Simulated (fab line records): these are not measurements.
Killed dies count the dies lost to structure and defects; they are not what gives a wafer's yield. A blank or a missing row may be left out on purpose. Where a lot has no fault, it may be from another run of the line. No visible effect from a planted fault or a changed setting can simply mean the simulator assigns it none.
Which tool was responsible? + flow nand_harc + 24 lots with 72 wafers sampled at 3 steps, on a route of 1159 steps

## WHAT EACH GAUGE READ, for each wafer
NHARC_P_STI_OVL_MEAS_10. Usual: overlay_x_nm 1 nm, standard deviation 6.1; overlay_y_nm 1 nm, standard deviation 5.5.
| lot  | measured    | on         | overlay_x_nm (nm) | overlay_y_nm (nm) | flag |
|------|-------------|------------|-------------------|-------------------|------|
| L074 | day 2 15:01 | overlay-02 | -2 -2 -2          | -4 -4 -4          |      |
| L075 | day 2 17:38 | overlay-01 | 18 18 18          | 3 3 3             |      |
| L076 | day 3 05:40 | overlay-02 | 0 1 0             | 4 4 4             |      |
| L077 | day 3 05:49 | overlay-01 | 6 7 6             | 4 3 4             |      |
| L078 | day 3 12:05 | overlay-01 | -4 -4 -4          | 8 7 7             |      |
| L079 | day 4 04:07 | overlay-01 | 6 5 6             | 2 2 1             |      |
| L081 | day 4 04:09 | overlay-02 | 0 0 0             | -4 -5 -4          |      |
| L080 | day 4 04:11 | overlay-01 | -8 -8 -8          | -7 -7 -7          |      |
| L082 | day 4 12:07 | overlay-02 | 15 15 15          | 3 3 3             |      |
| L084 | day 4 20:13 | overlay-02 | 2 2 2             | -1 -1 0           |      |
| L083 | day 4 20:22 | overlay-02 | 0 0 0             | 5 5 5             |      |
| L085 | day 5 07:50 | overlay-02 | 3 3 3             | 6 7 7             |      |
| L086 | day 5 07:53 | overlay-02 | -8 -8 -8          | 6 5 6             |      |
| L087 | day 5 18:20 | overlay-02 | 0 0 0             | 10 10 10          |      |
| L088 | day 5 22:49 | overlay-01 | 1 1 1             | -5 -5 -6          |      |
| L089 | day 6 06:07 | overlay-01 | 1 1 1             | -1 0 -1           |      |
| L090 | day 6 10:58 | overlay-01 | 3 3 3             | 5 5 5             |      |
| L091 | day 6 17:16 | overlay-01 | -6 -6 -6          | 4 4 4             |      |
| L092 | day 7 01:27 | overlay-02 | 0 -1 0            | -5 -4 -5          |      |
| L093 | day 7 01:37 | overlay-01 | -5 -5 -5          | 9 9 10            |      |
| L094 | day 7 12:20 | overlay-01 | 5 5 6             | -7 -8 -8          |      |
| L095 | day 7 16:47 | overlay-02 | 0 0 -1            | 1 1 1             |      |
| L096 | day 8 00:58 | overlay-02 | -4 -4 -3          | 8 8 8             |      |
| L097 | day 8 08:05 | overlay-02 | 4 4 4             | -9 -9 -9          |      |

NHARC_P_GATE_CD_MEAS_26: target cd 120 nm. Usual: cd_nm 120.1 nm, standard deviation 0.71.
| lot  | measured     | on        | cd_nm (nm)        | flag |
|------|--------------|-----------|-------------------|------|
| L074 | day 4 17:28  | cd_sem-02 | 121.5 121.3 120.7 |      |
| L075 | day 4 17:46  | cd_sem-01 | 120.5 119.5 119.1 |      |
| L076 | day 5 11:32  | cd_sem-01 | 120.9 119.6 119.9 |      |
| L077 | day 5 11:23  | cd_sem-02 | 119.1 120.2 119.2 |      |
| L078 | day 5 22:38  | cd_sem-03 | 119.7 120.1 120.0 |      |
| L079 | day 6 10:40  | cd_sem-03 | 120.3 119.4 118.8 |      |
| L081 | day 6 10:17  | cd_sem-01 | 119.4 120.8 120.1 |      |
| L080 | day 6 10:31  | cd_sem-02 | 122.0 120.3 121.9 |      |
| L082 | day 6 18:29  | cd_sem-02 | 120.4 119.7 120.0 |      |
| L084 | day 6 23:18  | cd_sem-03 | 120.4 119.7 120.1 |      |
| L083 | day 6 23:09  | cd_sem-03 | 118.5 119.9 119.5 |      |
| L085 | day 7 21:59  | cd_sem-03 | 120.1 119.6 121.1 |      |
| L086 | day 7 22:23  | cd_sem-01 | 119.4 120.1 121.0 |      |
| L087 | day 7 22:32  | cd_sem-03 | 121.4 120.3 120.9 |      |
| L088 | day 7 21:41  | cd_sem-01 | 120.4 120.2 119.7 |      |
| L089 | day 8 08:23  | cd_sem-03 | 120.4 119.1 119.7 |      |
| L090 | day 8 15:45  | cd_sem-02 | 120.0 119.5 118.7 |      |
| L091 | day 9 00:02  | cd_sem-02 | 119.8 119.0 119.5 |      |
| L092 | day 9 07:16  | cd_sem-01 | 120.0 121.5 120.8 |      |
| L093 | day 9 07:33  | cd_sem-01 | 120.6 120.9 119.8 |      |
| L094 | day 9 19:11  | cd_sem-02 | 121.0 119.3 120.2 |      |
| L095 | day 9 19:01  | cd_sem-03 | 120.0 119.6 119.5 |      |
| L096 | day 10 08:54 | cd_sem-02 | 120.2 120.2 120.7 |      |
| L097 | day 10 13:17 | cd_sem-01 | 121.0 120.3 119.1 |      |

NHARC_P_GATE_OVL_MEAS_27. Usual: overlay_x_nm -0.2 nm, standard deviation 0.97; overlay_y_nm -0.1 nm, standard deviation 0.95.
| lot  | measured     | on         | overlay_x_nm (nm) | overlay_y_nm (nm) | flag |
|------|--------------|------------|-------------------|-------------------|------|
| L074 | day 4 17:33  | overlay-02 | -1.7 -1.7 -1.3    | -1.6 -1.3 -1.7    |      |
| L075 | day 4 17:51  | overlay-02 | -0.9 -0.9 -0.8    | 0.9 1.4 1.5       |      |
| L076 | day 5 11:38  | overlay-01 | 0.5 -0.4 -0.2     | 0.5 0.5 0.4       |      |
| L077 | day 5 11:28  | overlay-02 | -0.6 -0.8 -1.2    | -0.4 -0.7 -1.1    |      |
| L078 | day 5 22:44  | overlay-02 | -0.5 -0.1 0.5     | -0.2 0.8 0.3      |      |
| L079 | day 6 10:45  | overlay-02 | -0.3 -0.1 -0.5    | -1.4 -0.9 -1.4    |      |
| L081 | day 6 10:23  | overlay-02 | -1.8 -2.0 -1.6    | -0.5 -0.5 -1.0    |      |
| L080 | day 6 10:36  | overlay-01 | 0.6 1.3 1.6       | -0.6 -0.3 -0.4    |      |
| L082 | day 6 18:35  | overlay-02 | -0.4 -0.6 0.1     | 0.5 0.6 0.0       |      |
| L084 | day 6 23:23  | overlay-02 | 0.1 -0.6 -0.1     | 0.3 0.0 -0.7      |      |
| L083 | day 6 23:14  | overlay-02 | 0.8 1.4 0.8       | -0.6 0.2 -0.1     |      |
| L085 | day 7 22:04  | overlay-01 | 1.5 1.2 1.0       | 1.1 0.6 0.9       |      |
| L086 | day 7 22:28  | overlay-02 | -0.2 -0.6 0.4     | -0.2 -0.4 -0.2    |      |
| L087 | day 7 22:38  | overlay-01 | -1.2 -1.7 -1.6    | -2.4 -2.4 -2.0    |      |
| L088 | day 7 21:47  | overlay-01 | 0.9 0.9 0.7       | 1.7 1.7 1.8       |      |
| L089 | day 8 08:30  | overlay-01 | -1.2 -0.6 -0.7    | -0.7 -0.5 -0.7    |      |
| L090 | day 8 15:50  | overlay-02 | 0.4 0.1 0.2       | -1.6 -1.7 -1.4    |      |
| L091 | day 9 00:08  | overlay-02 | 0.5 0.3 0.4       | 0.0 0.0 0.7       |      |
| L092 | day 9 07:20  | overlay-02 | -0.3 -0.1 -0.6    | -0.8 -0.9 -0.3    |      |
| L093 | day 9 07:38  | overlay-01 | -0.4 -0.3 1.1     | 0.6 1.0 0.7       |      |
| L094 | day 9 19:17  | overlay-01 | 0.1 -0.3 0.5      | 0.3 1.2 0.6       |      |
| L095 | day 9 19:06  | overlay-02 | -0.9 -0.8 -0.1    | 1.1 0.6 0.8       |      |
| L096 | day 10 08:59 | overlay-02 | 1.4 1.4 1.1       | 0.5 1.2 1.3       |      |
| L097 | day 10 13:22 | overlay-02 | -1.4 -1.4 -1.2    | 0.0 -0.1 -0.1     |      |

## EACH LOT AND THE TOOL THAT RAN IT (in order: tool; ch and the chambers of the sampled wafers; start)
Record: no process step prior to these readings.

## AS READ BY THE TOOLS THEMSELVES (means over the sampled wafers that have a number; for cases with no such wafer, the mark the record gives instead)
The record holds no such reading with a usual standard deviation.

## THE ANSWER, worked out from the rows above alone
Rule: lot off if the mean of its wafers having a number is beyond 3 standard deviations from the usual mean. A lot without any number at a reading at which 4 lots or more have one is off too. Any other lot the step has rows for is counted as sound. The gauges are gone through in route order, then the tools' own readings, and for those a lot's mean is taken as printed above. At the first step where some lot is off, the reading lying furthest off is the one used; lots without a number count as furthest.
No lot is off on any of the readings shown, so nothing can be concluded from this.

## WHAT THE SIMULATOR HAD PUT IN
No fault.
